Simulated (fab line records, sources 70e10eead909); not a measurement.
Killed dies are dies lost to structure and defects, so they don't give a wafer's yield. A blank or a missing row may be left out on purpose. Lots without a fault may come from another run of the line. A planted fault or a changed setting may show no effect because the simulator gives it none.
Chamber matching | flow nand_harc | NHARC_P_CONTACT_CMP_01 on cmp-01: 4 sister chambers
The step polishes SiO2, target thk 200 nm. 4 wafers are shown with their chamber, then 10 later ones without.

WAFERS WITH THEIR CHAMBER
wafer  | chamber | motor_current_A (A)
L089.1 | 0       | 12.1
L089.3 | 3       | 11.3
L089.4 | 2       | 12.6
L089.5 | 1       | 14.0

WAFERS WITHOUT THEIR CHAMBER
wafer  | motor_current_A (A)
L089.6 | 11.8
L090.1 | 10.9
L090.3 | 12.1
L090.4 | 13.8
L090.2 | 12.5
L090.5 | 14.7
L090.6 | 11.2
L091.1 | 12.0
L091.3 | 13.6
L091.5 | 13.7

WHICH CHAMBER EACH WENT THROUGH
wafer  | from the rows above          | in truth
L089.6 | can't be placed: 0 or 3 or 2 | 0
L090.1 | 3                            | 3
L090.3 | can't be placed: 0 or 2      | 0
L090.4 | 1                            | 1
L090.2 | can't be placed: 2 or 0      | 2
L090.5 | 1                            | 1
L090.6 | 3                            | 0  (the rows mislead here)
L091.1 | can't be placed: 0 or 2 or 3 | 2
L091.3 | can't be placed: 1 or 2      | 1
L091.5 | 1                            | 1
Placed correctly: 4 of 10. Can't be placed from these rows: 5 (the true chamber is among the candidates in 5). Placed wrongly: 1.
How it was worked out, from the rows above alone: a wafer's distance from a chamber is the root of the sum, over the readings, of the square of ((its reading less the chamber's mean) divided by the reading's scatter). The wafer belongs to the nearest chamber; if the next one is less than 2 further off, it can't be placed. A chamber's mean is the mean of its shown wafers. The scatter: with one shown wafer a chamber, the root of the mean of the squares of how far each hidden wafer lies from its nearest shown one.
